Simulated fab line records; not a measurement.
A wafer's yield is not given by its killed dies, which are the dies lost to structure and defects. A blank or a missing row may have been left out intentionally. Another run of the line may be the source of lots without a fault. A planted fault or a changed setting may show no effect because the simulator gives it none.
Lot-split experiment || flow n5_finfet || 7 lots, 39 wafers read, on a route of 1938 steps

THE SPLIT ITSELF
At N5_MOL_CONTACT_COAG_VIA_ETCH_117 (etches SiO2 in C4F6/O2, target depth 40 nm, overetch 8 nm, time 26 s), the setting bias_w was moved away from the recipe's 455 W on 15 of the 39 wafers read, by +11.8% to +18.8%. The other wafers ran this setting at the recipe's value.

The split's own step is where the reading is taken.

THE READING
rf_vpp_V, in V, at N5_MOL_CONTACT_COAG_VIA_ETCH_117 (etches SiO2 in C4F6/O2, target depth 40 nm, overetch 8 nm, time 26 s). A value of 1591 V with a standard deviation of 27 V is what fault-free wafers of this fab line usually give.

{"wafer": "L075.1", "tool, chamber at the split": "rie_diel-01, 2", "bias_w as run, W": 521.5, "against the recipe": "+14.6%", "rf_vpp_V, V": 1739, "against lot-mates on the recipe": "+143"}
{"wafer": "L075.2", "tool, chamber at the split": "rie_diel-01, 1", "bias_w as run, W": 455, "against the recipe": "recipe", "rf_vpp_V, V": 1614, "against lot-mates on the recipe": "-"}
{"wafer": "L075.3", "tool, chamber at the split": "rie_diel-01, 0", "bias_w as run, W": 521.5, "against the recipe": "+14.6%", "rf_vpp_V, V": 1789, "against lot-mates on the recipe": "+193"}
{"wafer": "L075.4", "tool, chamber at the split": "rie_diel-01, 3", "bias_w as run, W": 455, "against the recipe": "recipe", "rf_vpp_V, V": 1560, "against lot-mates on the recipe": "-"}
{"wafer": "L075.5", "tool, chamber at the split": "rie_diel-01, 0", "bias_w as run, W": 521.5, "against the recipe": "+14.6%", "rf_vpp_V, V": 1791, "against lot-mates on the recipe": "+195"}
{"wafer": "L075.6", "tool, chamber at the split": "rie_diel-01, 1", "bias_w as run, W": 455, "against the recipe": "recipe", "rf_vpp_V, V": 1613, "against lot-mates on the recipe": "-"}
{"wafer": "L077.1", "tool, chamber at the split": "rie_diel-05, 0", "bias_w as run, W": 512.5, "against the recipe": "+12.6%", "rf_vpp_V, V": 1777, "against lot-mates on the recipe": "+214"}
{"wafer": "L077.2", "tool, chamber at the split": "rie_diel-05, 1", "bias_w as run, W": 455, "against the recipe": "recipe", "rf_vpp_V, V": 1610, "against lot-mates on the recipe": "-"}
{"wafer": "L077.3", "tool, chamber at the split": "rie_diel-05, 3", "bias_w as run, W": 455, "against the recipe": "recipe", "rf_vpp_V, V": 1539, "against lot-mates on the recipe": "-"}
{"wafer": "L077.4", "tool, chamber at the split": "rie_diel-05, 2", "bias_w as run, W": 512.5, "against the recipe": "+12.6%", "rf_vpp_V, V": 1721, "against lot-mates on the recipe": "+158"}
{"wafer": "L077.5", "tool, chamber at the split": "rie_diel-05, 3", "bias_w as run, W": 455, "against the recipe": "recipe", "rf_vpp_V, V": 1540, "against lot-mates on the recipe": "-"}
{"wafer": "L077.6", "tool, chamber at the split": "rie_diel-05, 0", "bias_w as run, W": 512.5, "against the recipe": "+12.6%", "rf_vpp_V, V": 1777, "against lot-mates on the recipe": "+214"}
{"wafer": "L078.1", "tool, chamber at the split": "rie_diel-05, 1", "bias_w as run, W": 455, "against the recipe": "recipe", "rf_vpp_V, V": 1610, "against lot-mates on the recipe": "-"}
{"wafer": "L078.2", "tool, chamber at the split": "rie_diel-05, 3", "bias_w as run, W": 508.8, "against the recipe": "+11.8%", "rf_vpp_V, V": 1671, "against lot-mates on the recipe": "+74"}
{"wafer": "L078.3", "tool, chamber at the split": "rie_diel-05, 2", "bias_w as run, W": 508.8, "against the recipe": "+11.8%", "rf_vpp_V, V": 1710, "against lot-mates on the recipe": "+113"}
{"wafer": "L078.4", "tool, chamber at the split": "rie_diel-05, 0", "bias_w as run, W": 508.8, "against the recipe": "+11.8%", "rf_vpp_V, V": 1766, "against lot-mates on the recipe": "+169"}
{"wafer": "L078.5", "tool, chamber at the split": "rie_diel-05, 2", "bias_w as run, W": 455, "against the recipe": "recipe", "rf_vpp_V, V": 1572, "against lot-mates on the recipe": "-"}
{"wafer": "L078.6", "tool, chamber at the split": "rie_diel-05, 1", "bias_w as run, W": 455, "against the recipe": "recipe", "rf_vpp_V, V": 1610, "against lot-mates on the recipe": "-"}
{"wafer": "L081.1", "tool, chamber at the split": "rie_diel-01, 1", "bias_w as run, W": 540.4, "against the recipe": "+18.8%", "rf_vpp_V, V": 1831, "against lot-mates on the recipe": "+234"}
{"wafer": "L081.2", "tool, chamber at the split": "rie_diel-01, 2", "bias_w as run, W": 540.4, "against the recipe": "+18.8%", "rf_vpp_V, V": 1784, "against lot-mates on the recipe": "+187"}
{"wafer": "L081.3", "tool, chamber at the split": "rie_diel-01, 3", "bias_w as run, W": 455, "against the recipe": "recipe", "rf_vpp_V, V": 1560, "against lot-mates on the recipe": "-"}
{"wafer": "L081.4", "tool, chamber at the split": "rie_diel-01, 0", "bias_w as run, W": 540.4, "against the recipe": "+18.8%", "rf_vpp_V, V": 1836, "against lot-mates on the recipe": "+239"}
{"wafer": "L081.5", "tool, chamber at the split": "rie_diel-01, 1", "bias_w as run, W": 455, "against the recipe": "recipe", "rf_vpp_V, V": 1613, "against lot-mates on the recipe": "-"}
{"wafer": "L081.6", "tool, chamber at the split": "rie_diel-01, 0", "bias_w as run, W": 455, "against the recipe": "recipe", "rf_vpp_V, V": 1618, "against lot-mates on the recipe": "-"}
{"wafer": "L087.1", "tool, chamber at the split": "rie_diel-02, 1", "bias_w as run, W": 455, "against the recipe": "recipe", "rf_vpp_V, V": 1608, "against lot-mates on the recipe": "-"}
{"wafer": "L087.2", "tool, chamber at the split": "rie_diel-02, 3", "bias_w as run, W": 514.3, "against the recipe": "+13.0%", "rf_vpp_V, V": 1715, "against lot-mates on the recipe": "+123"}
{"wafer": "L087.3", "tool, chamber at the split": "rie_diel-02, 2", "bias_w as run, W": 455, "against the recipe": "recipe", "rf_vpp_V, V": 1603, "against lot-mates on the recipe": "-"}
{"wafer": "L087.4", "tool, chamber at the split": "rie_diel-02, 0", "bias_w as run, W": 514.3, "against the recipe": "+13.0%", "rf_vpp_V, V": 1767, "against lot-mates on the recipe": "+175"}
{"wafer": "L087.5", "tool, chamber at the split": "rie_diel-02, 3", "bias_w as run, W": 455, "against the recipe": "recipe", "rf_vpp_V, V": 1565, "against lot-mates on the recipe": "-"}
{"wafer": "L087.6", "tool, chamber at the split": "rie_diel-02, 0", "bias_w as run, W": 514.3, "against the recipe": "+13.0%", "rf_vpp_V, V": 1768, "against lot-mates on the recipe": "+176"}
{"wafer": "L088.1", "tool, chamber at the split": "rie_diel-01, 3", "bias_w as run, W": 455, "against the recipe": "recipe", "rf_vpp_V, V": 1561, "against lot-mates on the recipe": "-"}
{"wafer": "L088.2", "tool, chamber at the split": "rie_diel-01, 0", "bias_w as run, W": 455, "against the recipe": "recipe", "rf_vpp_V, V": 1616, "against lot-mates on the recipe": "-"}
{"wafer": "L088.3", "tool, chamber at the split": "rie_diel-01, 2", "bias_w as run, W": 455, "against the recipe": "recipe", "rf_vpp_V, V": 1570, "against lot-mates on the recipe": "-"}
{"wafer": "L088.4", "tool, chamber at the split": "rie_diel-01, 1", "bias_w as run, W": 455, "against the recipe": "recipe", "rf_vpp_V, V": 1612, "against lot-mates on the recipe": "-"}
{"wafer": "L088.5", "tool, chamber at the split": "rie_diel-01, 0", "bias_w as run, W": 455, "against the recipe": "recipe", "rf_vpp_V, V": 1617, "against lot-mates on the recipe": "-"}
{"wafer": "L088.6", "tool, chamber at the split": "rie_diel-01, 1", "bias_w as run, W": 455, "against the recipe": "recipe", "rf_vpp_V, V": 1613, "against lot-mates on the recipe": "-"}
{"wafer": "L089.4", "tool, chamber at the split": "rie_diel-02, 3", "bias_w as run, W": 455, "against the recipe": "recipe", "rf_vpp_V, V": 1565, "against lot-mates on the recipe": "-"}
{"wafer": "L089.5", "tool, chamber at the split": "rie_diel-02, 2", "bias_w as run, W": 455, "against the recipe": "recipe", "rf_vpp_V, V": 1603, "against lot-mates on the recipe": "-"}
{"wafer": "L089.6", "tool, chamber at the split": "rie_diel-02, 1", "bias_w as run, W": 455, "against the recipe": "recipe", "rf_vpp_V, V": 1610, "against lot-mates on the recipe": "-"}

FIT RESULTS
A straight line over all 39 wafers: rf_vpp_V changes by +12.1 V for each +1% of bias_w; r = +0.95; the points scatter about the line by 29 V.
The same after taking each lot's own level away (the mean of its wafers on the recipe; 39 wafers): +12.2 V for each +1%; r = +0.95; scatter 30 V.
The reading moves by 2.3e+02 V for the largest change in bias_w, on that fit.
From 1563.0 to 1598.2 V: that is the span of the lots' own levels, equal to 1.3 times the standard deviation above.
The two slopes agree, so the slope changes little with the lot-to-lot level.
Check: for one of the wafers moved furthest among these (+18.8%), held out of the fit, the line's prediction against its lot-mates is +229 V. Against them it came out at +234 V.
Tool readings at the split's step, against how far the setting was moved: rf_vpp_V r = +0.95.

THE OTHER SPLITS THESE WAFERS WENT THROUGH
Before the reading, these wafers also passed through other splits. Each is held against what the fit with the lots' levels taken away leaves over:
{"other split on the same wafers": "N5_FIN_CUT_ETCH_21 bias_w", "wafers away from the commonest value": 9, "r with rf_vpp_V (lot level and that fit taken away)": "+0.26"}
{"other split on the same wafers": "N5_DUMMY_GATE_ETCH_31 target_depth_a", "wafers away from the commonest value": 15, "r with rf_vpp_V (lot level and that fit taken away)": "+0.11"}
{"other split on the same wafers": "N5_DUMMY_GATE_ETCH_32 time_s", "wafers away from the commonest value": 12, "r with rf_vpp_V (lot level and that fit taken away)": "+0.15"}
{"other split on the same wafers": "N5_SPACER0_ALD_00 ald_cycles", "wafers away from the commonest value": 15, "r with rf_vpp_V (lot level and that fit taken away)": -0.23}

FILE'S OWN FIT
rf_vpp_V changes by +12.2 V for each +1% of bias_w, r = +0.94.
